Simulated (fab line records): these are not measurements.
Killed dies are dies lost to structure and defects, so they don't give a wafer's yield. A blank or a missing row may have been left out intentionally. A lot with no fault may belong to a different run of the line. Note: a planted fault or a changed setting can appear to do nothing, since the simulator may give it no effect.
Split-lot experiment | flow n5 finfet | 21 wafers read across 7 lots, on a route 1938 steps long

## THE SPLIT
At N5_BEOL_M12_SPUTTER_44 (material Ta, target thk 10 nm, time 16.13 s), the setting power w was moved away from the recipe's 15000 W on 4 of the 21 wafers read, by -8.8% to +17.9%. This setting was run at the recipe's value on the other wafers.

The reading comes from the split's own step.

## THE READING
Ta_of_BEOL_M12_SPUTTER_44.thk nm (the simulator's own value, which no gauge read), in nm, at N5_BEOL_M12_SPUTTER_44 (material Ta, target thk 10 nm, time 16.13 s). There is no usual value for it anywhere in the file. Average 10.0 nm, standard deviation 0.19 nm, over the 17 wafers here run with the recipe.

wafer  | tool, chamber at the split | power w as run, W | against the recipe | Ta_of_BEOL_M12_SPUTTER_44.thk nm, nm | against lot-mates on the recipe
L074.2 | pvd sputter-02, -          | 15000             | recipe             | 10.4                                 | -
L074.4 | pvd sputter-02, -          | 13680             | -8.8%              | 9.6                                  | -0.7
L074.5 | pvd sputter-02, -          | 15000             | recipe             | 10.2                                 | -
L079.1 | pvd sputter-03, -          | 16630             | +10.9%             | 11                                   | +1.1
L079.2 | pvd sputter-03, -          | 15000             | recipe             | 10                                   | -
L079.6 | pvd sputter-03, -          | 15000             | recipe             | 9.8                                  | -
L086.2 | pvd sputter-02, -          | 15000             | recipe             | 10.2                                 | -
L086.6 | pvd sputter-02, -          | 15000             | recipe             | 10.2                                 | -
L086.5 | pvd sputter-02, -          | 15000             | recipe             | 10                                   | -
L088.2 | pvd sputter-01, -          | 15000             | recipe             | 9.8                                  | -
L088.4 | pvd sputter-01, -          | 15000             | recipe             | 9.8                                  | -
L088.6 | pvd sputter-01, -          | 15000             | recipe             | 9.8                                  | -
L087.1 | pvd sputter-02, -          | 15000             | recipe             | 10.2                                 | -
L087.3 | pvd sputter-02, -          | 15000             | recipe             | 10                                   | -
L087.4 | pvd sputter-02, -          | 13770             | -8.2%              | 9.2                                  | -0.9
L090.3 | pvd sputter-01, -          | 15000             | recipe             | 9.8                                  | -
L090.5 | pvd sputter-01, -          | 15000             | recipe             | 9.8                                  | -
L090.6 | pvd sputter-01, -          | 17690             | +17.9%             | 11.6                                 | +1.8
L089.1 | pvd sputter-02, -          | 15000             | recipe             | 10.2                                 | -
L089.5 | pvd sputter-02, -          | 15000             | recipe             | 10.2                                 | -
L089.3 | pvd sputter-02, -          | 15000             | recipe             | 10                                   | -

THE FIT
A straight line over all 21 wafers: Ta_of_BEOL_M12_SPUTTER_44.thk nm changes by +0.0842 nm for each +1% of power w; r = +0.92; the points scatter about the line by 0.2 nm.
The same after taking each lot's own level away (the mean of its wafers on the recipe; 21 wafers): +0.0987 nm for each +1%; r = +0.99; scatter 0.089 nm.
The reading moves by 1.8 nm for the largest change in power w, on that fit.
The lots' own levels span 9.80 to 10.30 nm, that is 2.6 times the standard deviation above.
Hence the slope depends on the lot-to-lot level, as the two fits are not the same.
Check: +1.75 nm against its lot-mates is what the line predicts for one of the wafers moved furthest among these (+17.9%) when that wafer is left out of the fit. Against them it came out at +1.8 nm.

## FILE'S OWN FIT
Ta_of_BEOL_M12_SPUTTER_44.thk nm changes by +0.0989 nm for each +1% of power w, r = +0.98.
